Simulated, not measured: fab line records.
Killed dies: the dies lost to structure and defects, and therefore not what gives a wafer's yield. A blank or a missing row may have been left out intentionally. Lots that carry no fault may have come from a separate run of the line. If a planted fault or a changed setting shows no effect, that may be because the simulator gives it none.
Chamber matching || flow n5_finfet || N5_PMOS_HMC_CHANNEL_EPI_HM_OPEN_15 on rie_diel-05 has 4 sister chambers
The step chemistry CHF3/O2, target SiO2, target depth 40.6 nm, time 20.3 s. 4 wafers are shown with their chamber, then 6 later ones without.

WAFERS WITH THEIR CHAMBER
{"wafer": "L188.4", "chamber": 2, "showerhead_plenum_p_Torr (Torr)": 2.58}
{"wafer": "L203.6", "chamber": 1, "showerhead_plenum_p_Torr (Torr)": 2.39}
{"wafer": "L204.1", "chamber": 0, "showerhead_plenum_p_Torr (Torr)": 2.39}
{"wafer": "L204.5", "chamber": 3, "showerhead_plenum_p_Torr (Torr)": 2.34}

WAFERS MISSING THEIR CHAMBER
{"wafer": "L207.2", "showerhead_plenum_p_Torr (Torr)": 2.33}
{"wafer": "L207.3", "showerhead_plenum_p_Torr (Torr)": 2.57}
{"wafer": "L207.6", "showerhead_plenum_p_Torr (Torr)": 2.39}
{"wafer": "L209.1", "showerhead_plenum_p_Torr (Torr)": 2.38}
{"wafer": "L209.4", "showerhead_plenum_p_Torr (Torr)": 2.33}
{"wafer": "L209.5", "showerhead_plenum_p_Torr (Torr)": 2.39}

WHICH CHAMBER EACH ONE RAN IN
{"wafer": "L207.2", "from the rows above": 3, "in truth": 3}
{"wafer": "L207.3", "from the rows above": 2, "in truth": 2}
{"wafer": "L207.6", "from the rows above": "can't be placed: 0 or 1", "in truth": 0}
{"wafer": "L209.1", "from the rows above": "can't be placed: 0 or 1", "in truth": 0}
{"wafer": "L209.4", "from the rows above": 3, "in truth": 3}
{"wafer": "L209.5", "from the rows above": "can't be placed: 0 or 1", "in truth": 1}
Correctly placed: 3 of 6. Not placeable from these rows: 3 (in 3, the candidates include the true chamber). Placed wrongly: 0.
How it was worked out, from the rows above alone: a wafer's distance from a chamber is the root of the sum, over the readings, of the square of ((its reading less the chamber's mean) divided by the reading's scatter). If the next closest chamber is less than 2 further off than the closest, the wafer can't be placed; otherwise it belongs to the closest. A chamber's mean is the mean of its shown wafers. The scatter: with one shown wafer a chamber, the root of the mean of the squares of how far each hidden wafer lies from its nearest shown one.
